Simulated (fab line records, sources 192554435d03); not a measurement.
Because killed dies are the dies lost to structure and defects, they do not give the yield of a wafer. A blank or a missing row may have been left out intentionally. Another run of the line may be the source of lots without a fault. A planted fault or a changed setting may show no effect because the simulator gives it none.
Lot-split experiment || flow n5 finfet || route with 1938 steps; 7 lots, 21 wafers read

ABOUT THE SPLIT
At N5_BEOL_M0_SAQP_EXPOSE_37 (exposes mask M0 CUT1, target cd 30 nm), the setting dose mj was moved away from the recipe's 44.75 on 11 of the 21 wafers read, by -6.0% to +6.3%. For the rest of the wafers, this setting stayed at what the recipe calls for.

FROM THE SPLIT TO THE READING: what the file shows between them, 2 steps
- N5_BEOL_M0_SAQP_PEB_38: peb time 60 s
- N5_BEOL_M0_SAQP_DEVELOP_39: develop time 30 s

THE READING
Shown in nm: cd nm at N5_BEOL_M0_SAQP_CD_MEAS_40, with target cd 30 nm. A value of 29.97 nm with a standard deviation of 0.25 nm is what fault-free wafers of this fab line usually give.

{"wafer": "L075.2", "tool, chamber at the split": "euv scanner-02, 0", "dose mj as run": 44.75, "against the recipe": "recipe", "cd nm, nm": 29.57, "against lot-mates on the recipe": "-"}
{"wafer": "L075.3", "tool, chamber at the split": "euv scanner-02, 0", "dose mj as run": 43.68, "against the recipe": "-2.4%", "cd nm, nm": 29.38, "against lot-mates on the recipe": -0.46}
{"wafer": "L075.6", "tool, chamber at the split": "euv scanner-02, 0", "dose mj as run": 44.75, "against the recipe": "recipe", "cd nm, nm": 30.11, "against lot-mates on the recipe": "-"}
{"wafer": "L079.1", "tool, chamber at the split": "euv scanner-02, 0", "dose mj as run": 42.07, "against the recipe": "-6.0%", "cd nm, nm": 28.71, "against lot-mates on the recipe": -1.50}
{"wafer": "L079.2", "tool, chamber at the split": "euv scanner-02, 0", "dose mj as run": 42.07, "against the recipe": "-6.0%", "cd nm, nm": 28.45, "against lot-mates on the recipe": -1.76}
{"wafer": "L079.5", "tool, chamber at the split": "euv scanner-02, 0", "dose mj as run": 44.75, "against the recipe": "recipe", "cd nm, nm": 30.21, "against lot-mates on the recipe": "-"}
{"wafer": "L085.1", "tool, chamber at the split": "euv scanner-02, 0", "dose mj as run": 42.9, "against the recipe": "-4.1%", "cd nm, nm": 28.70, "against lot-mates on the recipe": -1.17}
{"wafer": "L085.4", "tool, chamber at the split": "euv scanner-02, 0", "dose mj as run": 44.75, "against the recipe": "recipe", "cd nm, nm": 29.87, "against lot-mates on the recipe": "-"}
{"wafer": "L085.5", "tool, chamber at the split": "euv scanner-02, 0", "dose mj as run": 42.9, "against the recipe": "-4.1%", "cd nm, nm": 28.98, "against lot-mates on the recipe": -0.89}
{"wafer": "L087.2", "tool, chamber at the split": "euv scanner-02, 0", "dose mj as run": 44.75, "against the recipe": "recipe", "cd nm, nm": 29.88, "against lot-mates on the recipe": "-"}
{"wafer": "L087.5", "tool, chamber at the split": "euv scanner-02, 0", "dose mj as run": 44.75, "against the recipe": "recipe", "cd nm, nm": 30.12, "against lot-mates on the recipe": "-"}
{"wafer": "L087.6", "tool, chamber at the split": "euv scanner-02, 0", "dose mj as run": 44.75, "against the recipe": "recipe", "cd nm, nm": 30.12, "against lot-mates on the recipe": "-"}
{"wafer": "L088.2", "tool, chamber at the split": "euv scanner-02, 0", "dose mj as run": 46.27, "against the recipe": "+3.4%", "cd nm, nm": 30.40, "against lot-mates on the recipe": "+0.42"}
{"wafer": "L088.4", "tool, chamber at the split": "euv scanner-02, 0", "dose mj as run": 44.75, "against the recipe": "recipe", "cd nm, nm": 29.98, "against lot-mates on the recipe": "-"}
{"wafer": "L088.5", "tool, chamber at the split": "euv scanner-02, 0", "dose mj as run": 46.27, "against the recipe": "+3.4%", "cd nm, nm": 30.35, "against lot-mates on the recipe": "+0.37"}
{"wafer": "L092.1", "tool, chamber at the split": "euv scanner-02, 0", "dose mj as run": 47.58, "against the recipe": "+6.3%", "cd nm, nm": 31.17, "against lot-mates on the recipe": "no lot-mate on the recipe"}
{"wafer": "L092.2", "tool, chamber at the split": "euv scanner-02, 0", "dose mj as run": 47.58, "against the recipe": "+6.3%", "cd nm, nm": 31.50, "against lot-mates on the recipe": "no lot-mate on the recipe"}
{"wafer": "L092.5", "tool, chamber at the split": "euv scanner-02, 0", "dose mj as run": 47.58, "against the recipe": "+6.3%", "cd nm, nm": 30.67, "against lot-mates on the recipe": "no lot-mate on the recipe"}
{"wafer": "L097.2", "tool, chamber at the split": "euv scanner-02, 0", "dose mj as run": 44.75, "against the recipe": "recipe", "cd nm, nm": 30.04, "against lot-mates on the recipe": "-"}
{"wafer": "L097.3", "tool, chamber at the split": "euv scanner-02, 0", "dose mj as run": 44.75, "against the recipe": "recipe", "cd nm, nm": 30.03, "against lot-mates on the recipe": "-"}
{"wafer": "L097.4", "tool, chamber at the split": "euv scanner-02, 0", "dose mj as run": 47.5, "against the recipe": "+6.1%", "cd nm, nm": 31.22, "against lot-mates on the recipe": "+1.18"}

THE FIT
A straight line over all 21 wafers: cd nm changes by +0.206 nm for each +1% of dose mj; r = +0.96; the points scatter about the line by 0.23 nm.
The same after taking each lot's own level away (the mean of its wafers on the recipe; 18 wafers): +0.222 nm for each +1%; r = +0.96; scatter 0.19 nm.
That fit puts the effect of the largest move of dose mj on the reading at 1.4 nm.
From 29.840 to 30.210 nm: that is the span of the lots' own levels, equal to 1.5 times the standard deviation above.
Hence the lot-to-lot level has little effect on the slope; both slopes agree.
Check: for one of the wafers moved furthest among these (+6.1%), held out of the fit, the line's prediction against its lot-mates is +1.31 nm. Against them it came out at +1.18 nm.

OTHER SPLITS APPLIED TO THESE WAFERS
Other splits were also applied to these wafers ahead of the reading. Each is held against what the fit with the lots' levels taken away leaves over:
{"other split on the same wafers": "N5_SD_EPI_P_COAT_34 spin rpm", "wafers away from the commonest value": 4, "r with cd nm (lot level and that fit taken away)": -0.29}
{"other split on the same wafers": "N5_HKMG_FIN_DESCUM_53 time s", "wafers away from the commonest value": 6, "r with cd nm (lot level and that fit taken away)": -0.06}
{"other split on the same wafers": "N5_GATE_CUT_ALD_22 ald cycles", "wafers away from the commonest value": 5, "r with cd nm (lot level and that fit taken away)": -0.42}
{"other split on the same wafers": "N5_MOL_CONTACT_COAG_ALD_27 ald cycles", "wafers away from the commonest value": 10, "r with cd nm (lot level and that fit taken away)": "+0.28"}
{"other split on the same wafers": "N5_MOL_CONTACT_COAG_PECVD_31 temp c", "wafers away from the commonest value": 5, "r with cd nm (lot level and that fit taken away)": "+0.06"}
{"other split on the same wafers": "N5_MOL_CONTACT_COAG_CVD_140 target thk a", "wafers away from the commonest value": 3, "r with cd nm (lot level and that fit taken away)": "+0.07"}
{"other split on the same wafers": "N5_BEOL_M0_SAQP_COAT_72 spin rpm", "wafers away from the commonest value": 5, "r with cd nm (lot level and that fit taken away)": -0.45}

THE WHOLE CHAIN: every reading that the file lists as answering this split, in the file's order
{"step": "N5_BEOL_M0_SAQP_CD_MEAS_40", "what it does": "target cd 30 nm", "reading": "cd nm", "change (the file's fit)": "+0.22 nm for each +1% of the setting", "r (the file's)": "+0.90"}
{"step": "N5_BEOL_M0_SAQP_DESCUM_45", "what it does": "chemistry O2, time 7 s", "reading": "BEOL_M0_SAQP.cd nm (the simulator's own value, which no gauge read)", "change (the file's fit)": "+0.226 nm for each +1% of the setting", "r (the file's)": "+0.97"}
{"step": "N5_BEOL_M0_SAQP_ETCH_88", "what it does": "etches underlayer in N2/H2, target depth 6.5 nm, time 5.2 s", "reading": "BEOL_M0_SAQP.cd nm (the simulator's own value, which no gauge read)", "change (the file's fit)": "+0.207 nm for each +1% of the setting", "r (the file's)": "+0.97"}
{"step": "N5_BEOL_M0_SAQP_ETCH_73", "what it does": "etches SiARC in CF4, target depth 19.5 nm, time 32.5 s", "reading": "BEOL_M0_SAQP.cd nm (the simulator's own value, which no gauge read)", "change (the file's fit)": "+0.251 nm for each +1% of the setting", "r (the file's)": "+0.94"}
{"step": "N5_BEOL_M0_SAQP_CUT_ETCH_46", "what it does": "etches SOC in N2/H2, target depth 135 nm, overetch 27 nm, time 202.5 s", "reading": "BEOL_M0_SAQP.cd nm (the simulator's own value, which no gauge read)", "change (the file's fit)": "+0.304 nm for each +1% of the setting", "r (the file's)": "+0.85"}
{"step": "N5_BEOL_M0_SAQP_ETCH_49", "what it does": "etches SiO2 in CF4/O2, target depth 37 nm", "reading": "BEOL_M0_SAQP.cd nm (the simulator's own value, which no gauge read)", "change (the file's fit)": "+0.311 nm for each +1% of the setting", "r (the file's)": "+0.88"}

THE FILE'S OWN FIT
cd nm changes by +0.22 nm for each +1% of dose mj, r = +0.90.
